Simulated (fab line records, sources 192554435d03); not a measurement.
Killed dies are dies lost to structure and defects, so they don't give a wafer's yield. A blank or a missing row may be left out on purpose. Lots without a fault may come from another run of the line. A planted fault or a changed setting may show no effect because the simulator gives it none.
fab line records | flow n5_finfet
record lots=5 wafers=23
route steps=1938 shown MOL_CONTACT_COAG@624 BEOL_M0_SAQP@686 BEOL_M2@851 BEOL_M4@1027 BEOL_M5@1116
start_h: hours from the record's first day to the start of the lot's first wafer shown | wait_h: hours since the lot's step before | " the same as in the row above | L1.1+2: a row that stands for several wafers | - no value, or no start given | * or withheld: withheld | < > ~ a bound
route shown NAME@n: a module of which the file shows steps, and the number in the route of the first | usual: mean/standard deviation of fault-free wafers | same: alike in all rows | chamber/n: place in a boat | sites: the reading at each site | _std_site: their standard deviation | _edge_site: outer sites' mean less inner sites' | radius_mm: how far each site lies from the wafer's centre | mask NAME#n: copy n | behind: the tool/chamber that last shaped the wafer | hold: why the lot was held/for how many hours/how that ended | device: the transistor (n, p or np) that didn't switch | end of line: the same wafers' tests at the end of the route | a step without rows: its recipe alone | killed: dies lost to structure and defects at the first sort, not the wafer's yield | map: a wafer's dies, x killed, . not, _ none there
set.NAME: the setting as run; set.NAME@STEP: as run at that earlier step | model.NAME: the simulator's own value behind a step, which no gauge read
lots whose settings were changed on purpose; a table a step, a row a wafer
## steps
# step N5_MOL_CONTACT_COAG_CVD_140
# recipe material=W target_thk_a=665 mode=selective_fill temp_c=300 time_s=215
# columns lot.wafer tool chamber start_h wait_h set.target_thk_a model.W_of_MOL_CONTACT_COAG_CVD_140.thk_nm
L078.2 cvd_w-01 0 127.27 0.1 665 65.8
L078.3 " 1 " " 609.1 60.2
L078.4+5 " 0,1 " " 609.1 60.8
L078.6 " 0 " " 665 66.2
L079.1 cvd_w-01 1 131.06 0.1 721.7 72.6
L079.2 " 0 " " 665 66.4
L079.4 " 1 " " 665 67.8
L079.5 " 0 " " 721.7 72.2
L079.6 " 1 " " 665 66.8
L080.1 cvd_w-01 1 139.77 0.1 665 66.6
L080.2 " 0 " " 689.7 68.6
L080.3 " 0 " " 665 65.6
L080.4 " 1 " " 665 66.8
L080.5 " 1 " " 689.7 68.8
L082.1 cvd_w-02 1 155.61 0.1 665 67.4
L082.4 " 0 " " 665 66.6
L082.6 " 0 " " 665 67.6
L091.2 cvd_w-02 1 201.34 0.2 665 67.2
L091.3 " 1 " " 665 66.4
L091.4+6 " 1 " " 600.7 60.2
L091.5 " 1 " " 600.7 61.2
# step N5_BEOL_M0_SAQP_EXPOSE_37
# recipe mask_id=M0_CUT1 na=0.33 source_shape=annular sigma_inner=0.35 sigma_outer=0.8 polarization=unpolarized target_cd_nm=30 dose_mj=44.75
# columns lot.wafer tool chamber start_h wait_h mask set.dose_mj
L078.2+3+6 euv_scanner-01 0 136.60 - M0_CUT1#0 47.39
L078.4+5 " 0 " " M0_CUT1#0 44.75
L079.1+2+4+5+6 euv_scanner-01 0 140.93 - M0_CUT1#0 44.75
L080.1+3 euv_scanner-01 0 151.63 - M0_CUT1#0 46.28
L080.2+4+5 " 0 " " M0_CUT1#0 44.75
L082.1+4+6 euv_scanner-01 0 165.36 - M0_CUT1#0 44.75
L091.2+5 euv_scanner-02 0 212.15 - M0_CUT1#0 44.75
L091.3+4+6 " 0 " " M0_CUT1#0 47.01
# step N5_BEOL_M0_SAQP_PEB_38
# recipe peb_temp_c=100 peb_time_s=60 resist=CAR-EUV
# step N5_BEOL_M0_SAQP_DEVELOP_39
# recipe develop_time_s=30 developer=TMAH resist=CAR-EUV rinse_liquid=surfactant_rinse dry=air_spin dev_temp_c=23
# step N5_BEOL_M0_SAQP_CD_MEAS_40
# recipe target_cd_nm=30 landing_energy_ev=500 detector=se_inlens
# usual cd_nm=30.15/0.2
# columns lot.wafer tool chamber start_h wait_h set.dose_mj@BEOL_M0_SAQP_EXPOSE_37 cd_nm
L078.2 cd_sem-01 0 136.73 - 47.39 31.35
L078.3 " 0 " " 47.39 31.21
L078.4 " 0 " " 44.75 30.22
L078.5 " 0 " " 44.75 29.81
L078.6 " 0 " " 47.39 31.05
L079.1 cd_sem-02 0 141.06 - 44.75 29.79
L079.2 " 0 " " 44.75 30.10
L079.4 " 0 " " 44.75 30.03
L079.5 " 0 " " 44.75 30.11
L079.6 " 0 " " 44.75 30.37
L080.1 cd_sem-02 0 151.76 - 46.28 31.16
L080.2 " 0 " " 44.75 30.31
L080.3 " 0 " " 46.28 30.97
L080.4 " 0 " " 44.75 30.19
L080.5 " 0 " " 44.75 30.16
L082.1 cd_sem-01 0 165.49 - 44.75 30.25
L082.4 " 0 " " 44.75 30.24
L082.6 " 0 " " 44.75 30.20
L091.2 cd_sem-01 0 212.28 - 44.75 30.32
L091.3 " 0 " " 47.01 31.01
L091.4 " 0 " " 47.01 31.08
L091.5 " 0 " " 44.75 30.20
L091.6 " 0 " " 47.01 31.13
# step N5_BEOL_M0_SAQP_DESCUM_45
# recipe chemistry=O2 time_s=7 source_power_w=50 bias_power_w=20 pressure_mtorr=20 rf_frequency_hz=2.712e+07 temp_c=40 resist=CAR-EUV o2_flow_sccm=225
# columns lot.wafer tool chamber start_h wait_h set.dose_mj@BEOL_M0_SAQP_EXPOSE_37 model.BEOL_M0_SAQP.cd_nm
L078.2 rie_diel-02 3 136.85 0.0 47.39 31.4
L078.3+6 " 2,3 " " 47.39 31.2
L078.4 " 1 " " 44.75 30
L078.5 " 2 " " 44.75 30.2
L079.1+2+5+6 rie_diel-04 3,2,3,0 141.18 0.0 44.75 30.2
L079.4 " 2 " " 44.75 30
L080.1+3 rie_diel-05 2,0 151.89 0.0 46.28 30.8
L080.2 " 3 " " 44.75 30.4
L080.4+5 " 1,2 " " 44.75 30.2
L082.1 rie_diel-04 0 165.62 0.0 44.75 30.6
L082.4 " 2 " " 44.75 30.2
L082.6 " 3 " " 44.75 30.4
L091.2 rie_diel-04 3 212.59 0.2 44.75 30.4
L091.3+6 " 2 " " 47.01 31.2
L091.4 " 1 " " 47.01 31.4
L091.5 " 3 " " 44.75 30.6
# step N5_BEOL_M0_SAQP_ETCH_88
# recipe chemistry=N2/H2 target=underlayer target_depth_a=65 time_s=5.2 ion_energy_ev=200 mask_material=CAR-EUV pressure_mtorr=30 source_w=840 bias_w=150 n2_flow_sccm=200 h2_flow_sccm=200 ends=cleared
# columns lot.wafer tool chamber start_h wait_h set.dose_mj@BEOL_M0_SAQP_EXPOSE_37 model.BEOL_M0_SAQP.cd_nm
L078.2 rie_diel-02 3 136.88 0.0 47.39 31.4
L078.3+6 " 2,3 " " 47.39 31.2
L078.4 " 1 " " 44.75 30
L078.5 " 2 " " 44.75 30.2
L079.1+2+4 rie_diel-04 3,2,2 141.22 0.0 44.75 30.2
L079.5+6 " 3,0 " " 44.75 30.4
L080.1+3 rie_diel-05 2,0 151.92 0.0 46.28 30.8
L080.2+4+5 " 3,1,2 " " 44.75 30.2
L082.1 rie_diel-04 0 165.65 0.0 44.75 30.6
L082.4+6 " 2,3 " " 44.75 30.4
L091.2 rie_diel-04 3 212.62 0.0 44.75 30.4
L091.3+6 " 2 " " 47.01 31.2
L091.4 " 1 " " 47.01 31.4
L091.5 " 3 " " 44.75 30.6
# step N5_BEOL_M0_SAQP_ETCH_73
# recipe chemistry=CF4 target=SiARC target_depth_a=195 mask_material=CAR-EUV time_s=32.5 ion_energy_ev=80 pressure_mtorr=40 source_w=545 bias_w=36 Ar_flow_sccm=100 cf4_flow_sccm=100 ends=cleared
# columns lot.wafer tool chamber start_h wait_h set.cf4_flow_sccm set.dose_mj@BEOL_M0_SAQP_EXPOSE_37 model.BEOL_M0_SAQP.cd_nm
L078.2 rie_diel-02 3 136.90 0.0 108.4 47.39 31.4
L078.3 " 2 " " 108.4 47.39 31.2
L078.4 " 1 " " 100 44.75 29.8
L078.5 " 2 " " 108.4 44.75 30.4
L078.6 " 3 " " 100 47.39 31.2
L079.1+6 rie_diel-04 3,0 141.24 0.0 81.07 44.75 30.4
L079.2 " 2 " " 100 44.75 30.2
L079.4 " 2 " " 81.07 44.75 30.2
L079.5 " 3 " " 100 44.75 30.4
L080.1 rie_diel-05 2 151.94 0.0 91.91 46.28 30.8
L080.2+4 " 3,1 " " 100 44.75 30.2
L080.3 " 0 " " 91.91 46.28 31
L080.5 " 2 " " 91.91 44.75 30.2
L082.1 rie_diel-04 0 165.67 0.0 100 44.75 30.6
L082.4+6 " 2,3 " " 100 44.75 30.4
L091.2 rie_diel-04 3 212.64 0.0 100 44.75 30.4
L091.3+4+6 " 2,1,2 " " 100 47.01 31.4
L091.5 " 3 " " 100 44.75 30.6
# step N5_BEOL_M2_EXPOSE_08
# recipe mask_id=M2 na=0.33 source_shape=dipole sigma_inner=0.369 sigma_outer=0.767 polarization=unpolarized dose_mj=41.25
# columns lot.wafer tool chamber start_h wait_h mask set.dose_mj
L078.2+3+4 euv_scanner-01 0 165.68 - M2#0 41.25
L078.5+6 " 0 " " M2#0 39.8
L079.1+2+4 euv_scanner-02 0 166.79 - M2#0 42.07
L079.5+6 " 0 " " M2#0 41.25
L080.1+2+4 euv_scanner-02 0 177.90 - M2#0 39.14
L080.3+5 " 0 " " M2#0 41.25
L082.1+4+6 euv_scanner-01 0 192.49 - M2#0 41.25
L091.2+3+4+5+6 euv_scanner-01 0 238.01 - M2#0 41.25
# step N5_BEOL_M2_DESCUM_16
# recipe chemistry=O2 time_s=7 source_power_w=50 bias_power_w=20 pressure_mtorr=20 rf_frequency_hz=2.712e+07 temp_c=40 resist=CAR-EUV o2_flow_sccm=225
# columns lot.wafer tool chamber start_h wait_h set.time_s model.CAR-EUV_of_BEOL_M2_COAT_05.thk_nm
L078.2+3+5 rie_diel-03 0,1,1 165.93 0.0 8.464 25.4
L078.4+6 " 2,0 " " 7 26.2
L079.1+5 rie_diel-01 0 167.04 0.0 7 26.2
L079.2+6 " 3,1 " " 7.471 25.8
L079.4 " 1 " " 7 26
L080.1+2 rie_diel-06 3,0 179.02 0.9 7 26
L080.3 " 1 " " 7 26.2
L080.4 " 2 " " 8.266 25.4
L080.5 " 3 " " 8.266 25.6
L082.1 rie_diel-03 0 192.75 0.0 7 26.2
L082.4+6 " 3,1 " " 7 25.8
L091.2+5 rie_diel-03 3,1 239.08 0.9 7 26
L091.3 " 2 " " 7.437 25.8
L091.4 " 1 " " 7.437 25.6
L091.6 " 2 " " 7 25.8
# step N5_BEOL_M2_ETCH_74
# recipe chemistry=N2/H2 target=underlayer target_depth_a=65 mask_material=CAR-EUV time_s=5.2 ion_energy_ev=200 pressure_mtorr=30 source_w=840 bias_w=150 n2_flow_sccm=200 h2_flow_sccm=200 ends=cleared
# columns lot.wafer tool chamber start_h wait_h set.dose_mj@BEOL_M2_EXPOSE_08 model.BEOL_M2.cd_offset_nm
L078.2 rie_diel-03 0 165.96 0.0 41.25 0.2
L078.3 " 1 " " 41.25 0.6
L078.4 " 2 " " 41.25 0.4
L078.5 " 1 " " 39.8 -0.4
L078.6 " 0 " " 39.8 -0.6
L079.1+2 rie_diel-01 0,3 167.08 0.0 42.07 0.6
L079.4 " 1 " " 42.07 0.8
L079.5 " 0 " " 41.25 0.2
L079.6 " 1 " " 41.25 0.6
L080.1 rie_diel-06 3 179.05 0.0 39.14 -1
L080.2+4 " 0,2 " " 39.14 -0.8
L080.3 " 1 " " 41.25 -0.2
L080.5 " 3 " " 41.25 0.4
L082.1 rie_diel-03 0 192.78 0.0 41.25 0
L082.4+6 " 3,1 " " 41.25 0.2
L091.2 rie_diel-03 3 239.11 0.0 41.25 0
L091.3+4+5+6 " 2,1,1,2 " " 41.25 0.2
# step N5_BEOL_M4_COAT_73
# recipe resist=underlayer temp_c=205 time_s=60 spin_rpm=1500 resist_thk_nm=5
# columns lot.wafer tool chamber start_h wait_h set.spin_rpm
L078.2+6 litho_track-04 0 - - 1500
L078.3+4+5 " 0 " " 1652
L079.1+2 litho_track-03 0 - - 1608
L079.4+5+6 " 0 " " 1500
L080.1+2+3+4+5 litho_track-04 0 - - 1500
L082.1+4+6 litho_track-05 0 - - 1500
L091.2+3+4 litho_track-03 0 - - 1500
L091.5+6 " 0 " " 1596
# step N5_BEOL_M4_COAT_05
# recipe resist=CAR-EUV spin_rpm=1500 resist_thk_nm=30
# step N5_BEOL_M4_EBR_07
# recipe solvent=PGMEA ebr_width_mm=1.5
# step N5_BEOL_M4_DESCUM_16
# recipe chemistry=O2 time_s=7 source_power_w=50 bias_power_w=20 pressure_mtorr=20 rf_frequency_hz=2.712e+07 temp_c=40 resist=CAR-EUV o2_flow_sccm=225
# step N5_BEOL_M4_ETCH_74
# recipe chemistry=N2/H2 target=underlayer target_depth_a=65 mask_material=CAR-EUV time_s=5.2 ion_energy_ev=200 pressure_mtorr=30 source_w=840 bias_w=150 n2_flow_sccm=200 h2_flow_sccm=200 ends=cleared
# columns lot.wafer tool chamber start_h wait_h set.spin_rpm@BEOL_M4_COAT_73 model.CAR-EUV_of_BEOL_M4_COAT_05.thk_nm model.etch.depth_nm
L078.2 rie_diel-06 1 192.01 0.0 1500 20.4 4.998
L078.3 " 2 " " 1652 20.6 4.776
L078.4 " 0 " " 1652 20.8 4.758
L078.5 " 1 " " 1652 20.8 4.763
L078.6 " 0 " " 1500 20.4 5.006
L079.1 rie_diel-03 0 192.22 0.0 1608 20.6 4.807
L079.2 " 3 " " 1608 20.6 4.81
L079.4 " 1 " " 1500 20.2 4.987
L079.5 " 0 " " 1500 20.4 4.988
L079.6 " 1 " " 1500 20.2 4.967
L080.1 rie_diel-01 0 198.89 0.0 1500 20.4 4.997
L080.2 " 2 " " 1500 20.4 5.005
L080.3 " 1 " " 1500 20.2 4.993
L080.4 " 0 " " 1500 20.4 5.007
L080.5 " 1 " " 1500 20.4 4.986
L082.1+6 rie_diel-01 3 216.43 0.0 1500 20.4 5.01
L082.4 " 2 " " 1500 20.4 5.006
L091.2 rie_diel-03 1 260.14 0.0 1500 20.2 4.983
L091.3 " 2 " " 1500 20.2 4.989
L091.4 " 1 " " 1500 20.2 4.985
L091.5 " 2 " " 1596 20.4 4.82
L091.6 " 0 " " 1596 20.4 4.829
# step N5_BEOL_M4_ETCH_63
# recipe chemistry=CF4 target=SiARC target_depth_a=156 mask_material=CAR-EUV time_s=26 ion_energy_ev=80 pressure_mtorr=40 source_w=545 bias_w=36 Ar_flow_sccm=100 cf4_flow_sccm=100 ends=cleared
# columns lot.wafer tool chamber start_h wait_h set.spin_rpm@BEOL_M4_COAT_73 model.CAR-EUV_of_BEOL_M4_COAT_05.thk_nm
L078.2+6 rie_diel-06 1,0 192.03 0.0 1500 11.2
L078.3 " 2 " " 1652 11.4
L078.4+5 " 0,1 " " 1652 11.6
L079.1 rie_diel-03 0 192.23 0.0 1608 11.4
L079.2 " 3 " " 1608 11.2
L079.4+5+6 " 1,0,1 " " 1500 11
L080.1+2+4+5 rie_diel-01 0,2,0,1 198.90 0.0 1500 11.2
L080.3 " 1 " " 1500 11
L082.1+4+6 rie_diel-01 3,2,3 216.44 0.0 1500 11.2
L091.2+3+4 rie_diel-03 1,2,1 260.15 0.0 1500 11
L091.5+6 " 2,0 " " 1596 11.2
# step N5_BEOL_M5_HM_DEP_02
# recipe material=TiN target_thk_a=200 temp_c=25 chamber_pressure_pa=0.49996
# columns lot.wafer tool chamber start_h wait_h set.target_thk_a model.TiN_of_BEOL_M5_HM_DEP_02.thk_nm
L079.1+5 pvd_sputter-02 - 201.92 1.5 200 20.2
L079.2+4+6 " - " " 200 20
L078.2 pvd_sputter-02 - 202.02 1.0 177.8 18
L078.3 " - " " 200 20.4
L078.4+6 " - " " 200 20.2
L078.5 " - " " 177.8 18.2
L080.1+4 pvd_sputter-03 - 220.50 1.7 200 20
L080.2 " - " " 190.6 19
L080.3 " - " " 200 19.8
L080.5 " - " " 190.6 19.2
L082.1 pvd_sputter-02 - 228.51 1.3 200 19.8
L082.4+6 " - " " 200 19.6
L091.2+5+6 pvd_sputter-03 - 271.56 1.9 220 22
L091.3 " - " " 200 20
L091.4 " - " " 200 20.2
# step N5_BEOL_M5_COAT_59
# recipe resist=SOC temp_c=250 time_s=60 spin_rpm=1500 resist_thk_nm=60
# step N5_BEOL_M5_COAT_60
# recipe resist=SiARC temp_c=220 time_s=60 spin_rpm=1500 resist_thk_nm=12
# step N5_BEOL_M5_STRIP_73
# recipe chemistry=N2/H2 temp_c=40 n2_flow_sccm=200 h2_flow_sccm=200 rf_frequency_hz=6e+07
# step N5_BEOL_M5_STRIP_64
# recipe chemistry=CF4 resist=SiARC power_w=300 bias_power_w=75 pressure_mtorr=50 cf4_flow_sccm=150 rf_frequency_hz=6e+07
# step N5_BEOL_M5_HM_OPEN_17
# recipe chemistry=Cl2/BCl3 target_depth_a=200 overetch_a=60 target=TiN mask_material=SOC ion_energy_ev=150 pressure_mtorr=10 icp_w=1000 bias_w=126 Cl2_flow_sccm=53.25 bcl3_flow_sccm=21.75 Ar_flow_sccm=25
# columns lot.wafer tool chamber start_h wait_h set.target_thk_a@BEOL_M5_HM_DEP_02 model.etch.depth_nm
L079.1 rie_metal-03 0 202.81 0.0 200 20.1
L079.2 " 1 " " 200 19.99
L079.4 " 0 " " 200 19.97
L079.5 " 1 " " 200 20.16
L079.6 " 0 " " 200 19.95
L078.2 rie_metal-01 0 203.04 0.0 177.8 18.02
L078.3 " 1 " " 200 20.32
L078.4 " 0 " " 200 20.21
L078.5 " 1 " " 177.8 18.14
L078.6 " 0 " " 200 20.26
L080.1 rie_metal-02 1 221.57 0.0 200 19.92
L080.2 " 0 " " 190.6 19.07
L080.3 " 1 " " 200 19.82
L080.4 " 0 " " 200 20.1
L080.5 " 1 " " 190.6 19.2
L082.1 rie_metal-03 0 229.57 0.0 200 19.76
L082.4 " 1 " " 200 19.67
L082.6 " 0 " " 200 19.64
L091.2 rie_metal-01 1 272.58 0.0 220 21.96
L091.3 " 0 " " 200 19.99
L091.4 " 1 " " 200 20.25
L091.5 " 0 " " 220 22.09
L091.6 " 1 " " 220 21.98
# step N5_BEOL_M5_ETCH_68
# recipe chemistry=N2/H2 target=SOC target_depth_a=800 overetch_a=160 mask_material=SiARC temp_c=40 time_s=120 ion_energy_ev=200 pressure_mtorr=30 source_w=840 bias_w=150 n2_flow_sccm=200 h2_flow_sccm=200
# columns lot.wafer tool chamber start_h wait_h set.time_s model.SiARC_of_BEOL_M5_COAT_66.thk_nm
L079.1+6 rie_diel-04 1 205.05 0.0 120 6.2
L079.2+4 " 0,3 " " 101.6 7.2
L079.5 " 0 " " 120 6.4
L078.2+6 rie_diel-04 0 206.19 0.0 120 6.4
L078.3 " 2 " " 112.7 6.4
L078.4 " 1 " " 120 6.2
L078.5 " 3 " " 112.7 6.8
L080.1+2+4 rie_diel-05 0,1,0 222.53 0.0 120 6.4
L080.3+5 " 2 " " 120 6.6
L082.1+6 rie_diel-04 2,1 231.71 0.0 120 6.2
L082.4 " 0 " " 120 6.4
L091.2 rie_diel-05 1 273.84 0.0 136.6 5.6
L091.3 " 0 " " 136.6 5.8
L091.4 " 2 " " 120 6.6
L091.5 " 3 " " 120 6.4
L091.6 " 2 " " 136.6 6
## key
split step=N5_MOL_CONTACT_COAG_CVD_140 setting=target_thk_a stated=665 by=wafer
response step=N5_MOL_CONTACT_COAG_CVD_140 reading=model.W_of_MOL_CONTACT_COAG_CVD_140.thk_nm change=+0.642 per=1% r=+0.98
split step=N5_BEOL_M0_SAQP_EXPOSE_37 setting=dose_mj stated=44.75 by=wafer
response step=N5_BEOL_M0_SAQP_CD_MEAS_40 reading=cd_nm change=+0.195 per=1% r=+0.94
response step=N5_BEOL_M0_SAQP_DESCUM_45 reading=model.BEOL_M0_SAQP.cd_nm change=+0.175 per=1% r=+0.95
response step=N5_BEOL_M0_SAQP_ETCH_88 reading=model.BEOL_M0_SAQP.cd_nm change=+0.178 per=1% r=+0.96
response step=N5_BEOL_M0_SAQP_ETCH_73 reading=model.BEOL_M0_SAQP.cd_nm change=+0.192 per=1% r=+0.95
split step=N5_BEOL_M0_SAQP_ETCH_73 setting=cf4_flow_sccm stated=100 by=wafer
response none clear
split step=N5_BEOL_M2_EXPOSE_08 setting=dose_mj stated=41.25 by=wafer
response step=N5_BEOL_M2_ETCH_74 reading=model.BEOL_M2.cd_offset_nm change=+0.203 per=1% r=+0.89
split step=N5_BEOL_M2_DESCUM_16 setting=time_s stated=7 by=wafer
response step=N5_BEOL_M2_DESCUM_16 reading=model.CAR-EUV_of_BEOL_M2_COAT_05.thk_nm change=-0.0361 per=1% r=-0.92
split step=N5_BEOL_M4_COAT_73 setting=spin_rpm stated=1500 by=wafer
response step=N5_BEOL_M4_ETCH_74 reading=model.CAR-EUV_of_BEOL_M4_COAT_05.thk_nm change=+0.0361 per=1% r=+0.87
response step=N5_BEOL_M4_ETCH_74 reading=model.etch.depth_nm change=-0.0239 per=1% r=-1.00
response step=N5_BEOL_M4_ETCH_63 reading=model.CAR-EUV_of_BEOL_M4_COAT_05.thk_nm change=+0.0349 per=1% r=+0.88
split step=N5_BEOL_M5_HM_DEP_02 setting=target_thk_a stated=200 by=wafer
response step=N5_BEOL_M5_HM_DEP_02 reading=model.TiN_of_BEOL_M5_HM_DEP_02.thk_nm change=+0.191 per=1% r=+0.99
response step=N5_BEOL_M5_HM_OPEN_17 reading=model.etch.depth_nm change=+0.191 per=1% r=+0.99
split step=N5_BEOL_M5_ETCH_68 setting=time_s stated=120 by=wafer
response step=N5_BEOL_M5_ETCH_68 reading=model.SiARC_of_BEOL_M5_COAT_66.thk_nm change=-0.0553 per=1% r=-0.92
